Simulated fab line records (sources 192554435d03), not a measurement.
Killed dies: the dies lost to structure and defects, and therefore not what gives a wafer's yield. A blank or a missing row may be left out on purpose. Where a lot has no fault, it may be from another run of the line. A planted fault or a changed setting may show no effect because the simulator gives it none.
Comparing a struck lot with a sound one || flow n5Finfet || 37 steps out of a route of 1938
Sound: the wafers L137.1, L137.5, L137.6. Wafers struck: L142.1, L142.4, L142.5. Last of all comes the cause.
Order at every step that has rows: each side's tool, ch and its chambers, its first start. Under that, the readings that differ: sound wafers || struck wafers || difference of the means || sigmas: that difference in standard deviations of wafers without a fault.
alike: a reading whose means differ by less than 2 such deviations, as well as words and numbers matching on both sides. not compared: withheld readings; readings where some wafer has no value; bounds like >300 that might hide an equal value; numbers whose values overlap and for which the record gives no deviation.
Wherever a step has rows on one side only, a row that says differs or no value, or a row with sigmas, the two part there. Non-overlapping numbers with no deviation appear without sigmas and do not part them. A reading that every wafer of one side lacks parts them only if that side has two wafers or more.

first, 9 steps without rows for these wafers: N5_BEOL_M4_ANNEAL_95 (time 240 s); N5_BEOL_M4_SPUTTER_96 (material Cu, target thk 4.5 nm, time 8.29 s); N5_BEOL_M4_ECD_50 (material Cu, target thk 300 nm); N5_BEOL_M4_ANNEAL_51 (time 90 s); N5_BEOL_M4_CMP_52 (polishes, stops on SiOC, t overpolish 6.8 s, target thk 40 nm); N5_BEOL_M4_PRE_CLEAN_60 (time 15 s); N5_BEOL_M4_CO_CAP_55 (material Co, precursor CCTBA/H2, target thk 2 nm, time 102.1 s); N5_BEOL_M4_PRE_CLEAN_56 (time 15 s); N5_BEOL_M4_DEP_57 (deposits SiCN from 3MS/NH3, target thk 8 nm, time 14 s).
N5_BEOL_M4_RC_MEAS_101:
  sound on prober-01 ch 0, day 12 16:43; struck on prober-02 ch 0, day 13 20:00
  alike: DIBL_N, DIBL_P, IOFF_N, IOFF_P, ION_N, ION_P, SS_N, SS_P, VT_N, VT_P
then, 24 steps without rows for these wafers: N5_BEOL_M5_ILD_DEP_00 (deposits SiCOH lowk from DEMS/porogen, target thk 140.64 nm, time 25.9 s); N5_BEOL_M5_CURE_79 (cures SiCOH lowk, time 240 s); N5_BEOL_M5_PECVD_70 (deposits SiO2 from TEOS/O2, target thk 16 nm, time 18 s); N5_BEOL_M5_HM_DEP_02 (deposits TiN, target thk 20 nm); N5_BEOL_M5_COAT_59 (time 60 s, resist thk 60 nm); N5_BEOL_M5_COAT_60 (time 60 s, resist thk 12 nm); N5_BEOL_M5_COAT_71 (time 60 s, resist thk 5 nm); N5_BEOL_M5_COAT_05 (resist thk 30 nm); N5_BEOL_M5_EBR_07; N5_BEOL_M5_SOFTBAKE_06 (time 60 s); N5_BEOL_M5_EXPOSE_08 (exposes mask M5, target cd 28 nm); N5_BEOL_M5_PEB_09 (peb time 60 s); N5_BEOL_M5_DEVELOP_10 (develop time 30 s); N5_BEOL_M5_DESCUM_16 (chemistry O2, time 7 s); N5_BEOL_M5_ETCH_72 (etches underlayer in N2/H2, target depth 6.5 nm, time 5.2 s); N5_BEOL_M5_ETCH_61 (etches SiARC in CF4, target depth 15.6 nm, time 26 s); N5_BEOL_M5_ETCH_62 (etches SOC in N2/H2, target depth 75 nm, overetch 15 nm, time 112.5 s); N5_BEOL_M5_STRIP_63 (strips in N2/H2); N5_BEOL_M5_STRIP_73 (strips in N2/H2); N5_BEOL_M5_STRIP_64 (strips in CF4); N5_BEOL_M5_HM_OPEN_17 (chemistry Cl2/BCl3, target TiN, target depth 20 nm, overetch 6 nm); N5_BEOL_M5_STRIP_19 (strips in O2); N5_BEOL_M5_COAT_65 (time 60 s, resist thk 60 nm); N5_BEOL_M5_COAT_66 (time 60 s, resist thk 12 nm).
N5_BEOL_M7_STRIP_36: strips in N2/H2.
  sound on rieDiel-06 ch 0,1,3, day 13 18:11; struck on rieDiel-06 ch 0,1,3, day 14 21:10
  no value came back on the struck wafers for any of 8 readings (biasPowerW (W), chamberPressureMTorr (mTorr) and others); on the sound wafers biasPowerW (W) reads 6.975 6.997 6.980
{"reading": "model.SOC_of_BEOL_M7_COAT_63.thkNm (nm)", "sound": "0 0 0", "struck": "53.6 54 54.2", "difference": "+53.9", "sigmas": ""}
  not compared: rfHoursCounterH
N5_BEOL_M7_ETCH_41: etches SiCN in CH3F/O2, target depth 31.9 nm, time 57.8 s.
  sound on rieDiel-06 ch 0,1,3; struck on rieDiel-06 ch 0,1,3, day 14 21:14
{"reading": "model.SOC_of_BEOL_M7_COAT_63.thkNm (nm)", "sound": "0 0 0", "struck": "35.2 35.8 36.4", "difference": "+35.8", "sigmas": ""}
  alike: drypumpMotorCurrentA, oesProductAu, rfVppV, showerheadPlenumPTorr, throttleValvePct
  not compared: rfHoursCounterH
-- here the record skips 3 days between the struck wafers' starts before and after, leaving off in module BEOL_M7 and picking up in module PASSIVATION (first step shown: number 1936 of the route) --
N5_PASSIVATION_PROBE_49:
  sound: prober-02 at day 16 16:32; struck: prober-01 at day 18 02:21
{"reading": "defectLimitedYield (%)", "sound": "92.6 91.4 94.1", "struck": "0 0 0", "difference": -93, "sigmas": -66}
{"reading": "killed_at_M4_up", "sound": "11 17 14", "struck": "1091 1069 1100", "difference": "+1073", "sigmas": "+99 or more"}
{"reading": "killedDies", "sound": "87 101 70", "struck": "1180 1180 1180", "difference": "+1094", "sigmas": "+68"}
{"reading": "killedOnRim", "sound": "9 9 11", "struck": "152 152 152", "difference": "+142", "sigmas": "+36"}
{"reading": "sort_bin_5_function (%)", "sound": "3.4 5.3 3.4", "struck": "96.5 95.4 96.4", "difference": "+92.1", "sigmas": "+99 or more"}
{"reading": "sortNPass", "sound": "1093 1079 1110", "struck": "0 0 0", "difference": -1094, "sigmas": -68}
{"reading": "sortYieldPct (%)", "sound": "92.6 91.4 94.1", "struck": "0 0 0", "difference": -93, "sigmas": -66}
  alike: killed_at_M0_to_M3, killedAtContacts, killedAtFrontEnd, killedAtOther, killedOpen, killedShort, sort_bin_6_memory

== WHERE THEY PART ==
Earliest at N5_BEOL_M7_STRIP_36; latest, in this record, at N5_PASSIVATION_PROBE_49.

WHY: whatever the simulator had introduced
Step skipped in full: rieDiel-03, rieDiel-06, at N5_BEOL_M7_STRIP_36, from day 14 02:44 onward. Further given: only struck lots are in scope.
